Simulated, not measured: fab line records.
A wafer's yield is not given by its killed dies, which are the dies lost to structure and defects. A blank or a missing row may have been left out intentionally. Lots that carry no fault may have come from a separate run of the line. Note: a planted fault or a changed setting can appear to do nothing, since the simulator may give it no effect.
Which tool was responsible?	flow n5_finfet	8 lots with 24 wafers sampled at 5 steps, on a route of 1938 steps

WHAT THE GAUGES READ, wafer by wafer
N5_BEOL_M4_RC_MEAS_101. Usual: DIBL_N 36.8 mV/V, standard deviation 2.2; DIBL_P 37.0 mV/V, standard deviation 2.8; IOFF_N 0.18 nA/um, standard deviation 0.043; IOFF_P 0.23 nA/um, standard deviation 0.05; ION_N 680 uA/um, standard deviation 14; ION_P 466 uA/um, standard deviation 9.1; SS_N 71.7 mV/dec, standard deviation 0.74; SS_P 73.5 mV/dec, standard deviation 0.79; VT_N 248 mV, standard deviation 4; VT_P -249 mV, standard deviation 4.1.
lot	measured	on	DIBL_N (mV/V)	DIBL_P (mV/V)	IOFF_N (nA/um)	IOFF_P (nA/um)	ION_N (uA/um)	ION_P (uA/um)	SS_N (mV/dec)	SS_P (mV/dec)	VT_N (mV)	VT_P (mV)	flag
L154	day 9 11:35	prober-01	36.2 39.3 36.2	37.8 41.7 38.4	0.16 0.21 0.15	0.20 0.29 0.20	681 692 676	464 469 463	72.4 73.0 71.3	72.9 74.6 72.4	250 247 249	-251 -248 -251	
L160	day 10 16:55	prober-02	34.7 41.5 35.7	34.0 41.0 35.2	0.14 0.31 0.15	0.24 0.40 0.25	676 701 664	480 489 473	70.9 72.6 70.8	73.9 74.7 72.8	251 239 253	-245 -237 -245	
L161	day 10 22:02	prober-01	36.0 34.0 36.7	34.8 31.5 34.3	0.18 0.13 0.18	0.22 0.17 0.21	691 668 687	467 462 474	71.4 70.7 71.0	72.5 71.9 72.6	247 255 249	-250 -251 -248	
L162	day 11 07:29	prober-02	36.1 35.9 37.0	36.5 35.4 37.1	0.15 0.16 0.17	0.20 0.20 0.23	674 684 683	462 460 463	71.9 71.3 71.3	73.4 73.3 73.4	251 248 248	-251 -251 -248	
L163	day 11 14:02	prober-02	39.4 34.7 35.5	41.1 32.9 35.6	0.25 0.14 0.15	0.29 0.15 0.20	703 672 670	478 454 461	72.8 71.4 71.3	74.9 72.9 72.9	243 250 250	-244 -255 -252	
L166	day 11 20:49	prober-02	38.1 40.9 38.4	35.3 38.5 35.4	0.18 0.22 0.16	0.24 0.30 0.23	688 693 669	475 478 459	72.0 72.2 71.9	73.1 74.1 73.5	249 243 252	-246 -244 -248	
L167	day 12 20:48	prober-02	34.6 30.4 39.2	34.2 29.0 40.9	0.13 0.08 0.25	0.19 0.12 0.31	664 636 695	457 441 474	70.7 69.9 71.6	73.0 71.5 74.1	252 259 242	-251 -257 -244	
L170	day 13 03:29	prober-01	37.4 39.8 38.5	36.0 41.2 37.6	0.18 0.25 0.21	0.20 0.31 0.23	687 707 683	459 480 460	71.9 73.3 72.8	73.4 74.3 73.8	249 244 247	-252 -249 -250	

WHICH TOOL RAN EACH LOT (tool, then ch and the chambers of the sampled wafers, then the start)
lot	N5_BEOL_M3_STRIP_66	N5_BEOL_M3_DESCUM_33	N5_BEOL_M3_ETCH_70	N5_BEOL_M3_ETCH_41
L154	rie_diel-01 ch 0,2, day 8 12:39	rie_diel-02 ch 1,2,3, day 8 13:26	rie_diel-03 ch 1,2, day 8 21:48	rie_diel-03 ch 1,2, day 9 11:35 or earlier
L160	rie_diel-03 ch 0,1, day 9 17:10	rie_diel-01 ch 0,2, day 9 17:53	rie_diel-03 ch 2,3, day 10 04:04	rie_diel-03 ch 2,3, day 10 16:55 or earlier
L161	rie_diel-03 ch 0,1,2, day 10 04:56	rie_diel-03 ch 0,1,2, day 10 05:53	rie_diel-02 ch 0,1,2, day 10 07:25	rie_diel-02 ch 0,1,2, day 10 22:02 or earlier
L162	rie_diel-03 ch 0,1,3, day 10 11:50	rie_diel-03 ch 0,2,3, day 10 12:32	rie_diel-01 ch 0,1,2, day 10 14:40	rie_diel-01 ch 0,1,2, day 11 07:29 or earlier
L163	rie_diel-01 ch 0,2, day 10 16:09	rie_diel-03 ch 1,2,3, day 10 16:49	rie_diel-03 ch 0,3, day 10 18:59	rie_diel-03 ch 0,3, day 11 14:02 or earlier
L166	rie_diel-02 ch 0,1,3, day 11 02:54	rie_diel-03 ch 1,2,3, day 11 03:41	rie_diel-01 ch 0,1,2, day 11 06:12	rie_diel-01 ch 0,1,2, day 11 20:49 or earlier
L167	rie_diel-03 ch 0,3, day 12 03:14	rie_diel-02 ch 1,2, day 12 04:01	rie_diel-01 ch 0,2, day 12 05:18	rie_diel-01 ch 0,2, day 12 20:48 or earlier
L170	rie_diel-02 ch 0,2,3, day 12 10:49	rie_diel-02 ch 0,1,2, day 12 11:49	rie_diel-02 ch 0,1,2, day 12 12:22	rie_diel-02 ch 0,1,2, day 13 03:29 or earlier
- N5_BEOL_M3_STRIP_66: strips in CF4.
- N5_BEOL_M3_DESCUM_33: chemistry O2, time 7 s.
- N5_BEOL_M3_ETCH_70: etches SOC in N2/H2, target depth 80 nm, overetch 16 nm, time 120 s.
- N5_BEOL_M3_ETCH_41: etches SiCN in CH3F/O2, target depth 29.9 nm, time 52.5 s.

AS READ BY THE TOOLS THEMSELVES (means over the sampled wafers that have a number; for cases with no such wafer, the mark the record gives instead)
N5_BEOL_M3_STRIP_66. Usual: cf4_flow_sccm 150.0 sccm (standard deviation 0.51); drypump_motor_current_A 5.9 A (standard deviation 0.43); oes_product_au 0.76 a.u. (standard deviation 0.081); rf_fwd_power_W 292.6 W (standard deviation 0.87); rf_vpp_V 271.7 V (standard deviation 1.4); showerhead_plenum_p_Torr 1.82 Torr (standard deviation 0.048); throttle_valve_pct 13.63 % (standard deviation 0.28).
lot	tool	cf4_flow_sccm (sccm)	drypump_motor_current_A (A)	oes_product_au (a.u.)	rf_fwd_power_W (W)	rf_vpp_V (V)	showerhead_plenum_p_Torr (Torr)	throttle_valve_pct (%)	flag
L154	rie_diel-01	150.2	5.2	0.77	293.3	272.2	1.85	13.63	
L160	rie_diel-03	149.8	5.8	0.73	293.3	271.7	1.81	13.77	
L161	rie_diel-03	150.1	6.1	0.72	292.2	272.6	1.82	13.72	
L162	rie_diel-03	149.4	6.1	0.78	291.6	272.3	1.84	13.59	
L163	rie_diel-01	150.1	5.3	0.79	293.4	271.7	1.82	13.68	
L166	rie_diel-02	150.4	5.8	0.77	292.8	270.2	1.77	13.74	
L167	rie_diel-03	150.0	6.3	0.78	291.4	272.7	1.87	13.50	
L170	rie_diel-02	150.2	5.9	0.75	292.0	271.8	1.81	13.67	

N5_BEOL_M3_DESCUM_33. Usual: drypump_motor_current_A 5.9 A (standard deviation 0.41); o2_flow_sccm 225.0 sccm (standard deviation 0.69); oes_product_au 0.75 a.u. (standard deviation 0.079); rf_fwd_power_W 49.41 W (standard deviation 0.21); rf_vpp_V 243.4 V (standard deviation 1.2); showerhead_plenum_p_Torr 2.12 Torr (standard deviation 0.066); throttle_valve_pct 20.57 % (standard deviation 0.26).
lot	tool	drypump_motor_current_A (A)	o2_flow_sccm (sccm)	oes_product_au (a.u.)	rf_fwd_power_W (W)	rf_vpp_V (V)	showerhead_plenum_p_Torr (Torr)	throttle_valve_pct (%)	flag
L154	rie_diel-02	5.8	225.4	0.72	49.36	243.3	2.09	20.82	
L160	rie_diel-01	5.2	224.9	0.76	49.45	244.6	2.17	20.58	
L161	rie_diel-03	6.1	224.4	0.73	49.28	242.8	2.12	20.54	
L162	rie_diel-03	6.4	225.1	0.78	49.44	243.9	2.17	20.35	
L163	rie_diel-03	6.2	224.5	0.77	49.45	243.3	2.14	20.54	
L166	rie_diel-03	6.2	225.1	0.77	49.37	244.5	2.13	20.55	
L167	rie_diel-02	5.8	225.5	0.71	49.35	242.3	2.06	20.78	
L170	rie_diel-02	5.9	225.8	0.77	49.47	243.3	2.12	20.60	

N5_BEOL_M3_ETCH_70. Usual: drypump_motor_current_A 5.8 A (standard deviation 0.38); oes_product_au 0.58 a.u. (standard deviation 0.063); rf_fwd_power_W 835.9 W (standard deviation 2.7); rf_vpp_V 524.2 V (standard deviation 2.3); run_length_s 143.4 s (standard deviation 0.52); showerhead_plenum_p_Torr 2.56 Torr (standard deviation 0.081); throttle_valve_pct 17.98 % (standard deviation 0.29).
lot	tool	drypump_motor_current_A (A)	oes_product_au (a.u.)	rf_fwd_power_W (W)	rf_vpp_V (V)	run_length_s (s)	showerhead_plenum_p_Torr (Torr)	throttle_valve_pct (%)	flag
L154	rie_diel-03	5.9	0.56	835.2	524.1	143.4	2.52	17.94	
L160	rie_diel-03	6.5	0.65	833.3	525.9	135.0	2.57	17.63	OFF
L161	rie_diel-02	5.9	0.62	840.7	523.8	143.3	2.56	17.97	
L162	rie_diel-01	5.4	0.64	836.2	523.4	143.6	2.57	17.87	
L163	rie_diel-03	6.3	0.66	831.6	527.3	135.2	2.65	17.58	OFF
L166	rie_diel-01	5.4	0.63	832.5	524.6	143.7	2.57	17.88	
L167	rie_diel-01	5.2	0.57	837.2	524.2	144.0	2.61	18.02	
L170	rie_diel-02	5.9	0.59	835.6	524.7	143.1	2.55	18.00	

N5_BEOL_M3_ETCH_41. Usual: drypump_motor_current_A 5.8 A (standard deviation 0.39); oes_product_au 0.76 a.u. (standard deviation 0.087); rf_fwd_power_W 391.5 W (standard deviation 1.4); rf_vpp_V 297.5 V (standard deviation 1.4); run_length_s 75.9 s (standard deviation 0.49); showerhead_plenum_p_Torr 2.01 Torr (standard deviation 0.06); throttle_valve_pct 16.40 % (standard deviation 0.26).
lot	tool	drypump_motor_current_A (A)	oes_product_au (a.u.)	rf_fwd_power_W (W)	rf_vpp_V (V)	run_length_s (s)	showerhead_plenum_p_Torr (Torr)	throttle_valve_pct (%)	flag
L154	rie_diel-03	5.9	0.72	391.0	297.1	75.9	1.98	16.50	
L160	rie_diel-03	6.5	0.77	391.1	298.5	75.8	2.04	16.27	
L161	rie_diel-02	5.9	0.81	391.3	298.4	75.7	2.01	16.36	
L162	rie_diel-01	5.4	0.84	391.0	297.3	76.3	2.02	16.21	
L163	rie_diel-03	6.3	0.77	392.1	298.9	75.8	2.09	16.17	
L166	rie_diel-01	5.4	0.83	391.4	297.4	76.5	2.02	16.22	
L167	rie_diel-01	5.2	0.75	389.8	298.4	76.4	2.05	16.41	
L170	rie_diel-02	5.9	0.78	391.7	297.8	75.9	2.00	16.40	

THE ANSWER, worked out from the rows above alone
Rule: a lot counts as off when the mean over its wafers that have a number is more than 3 standard deviations away from the usual mean. Also off: a lot with no number at a reading for which 4 or more lots have one. The other lots that the step has rows for count as sound. After the gauges, taken in route order, come the tools' own readings; for these a lot's mean is taken, as printed above. At the first step where some lot is off, the reading lying furthest off is the one used; lots without a number count as furthest.
Off: L160, L163 (N5_BEOL_M3_ETCH_70, run_length_s).
A tool fits if, at that step or a process step before it, it ran every lot that is off, and no sound lot after the first of them. One fits: rie_diel-03 at N5_BEOL_M3_ETCH_70. A fault onset in the window from L154 (day 8 21:48, its last sound lot) to L160 (day 10 04:04, its first lot off) fits.
The tool's own readings at N5_BEOL_M3_ETCH_70 bear it out: on the lots that are off they differ by more than 5 times the standard deviation of the sound lots' means. rf_vpp_V reads 526.6 V there against 524.1 V on the sound lots; run_length_s reads 135.1 s there against 143.5 s on the sound lots; throttle_valve_pct reads 17.60 % there against 17.95 % on the sound lots.

WHAT THE SIMULATOR PUT IN
rie_diel-03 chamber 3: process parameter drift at N5_BEOL_M3_ETCH_70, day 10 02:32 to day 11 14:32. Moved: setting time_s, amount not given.
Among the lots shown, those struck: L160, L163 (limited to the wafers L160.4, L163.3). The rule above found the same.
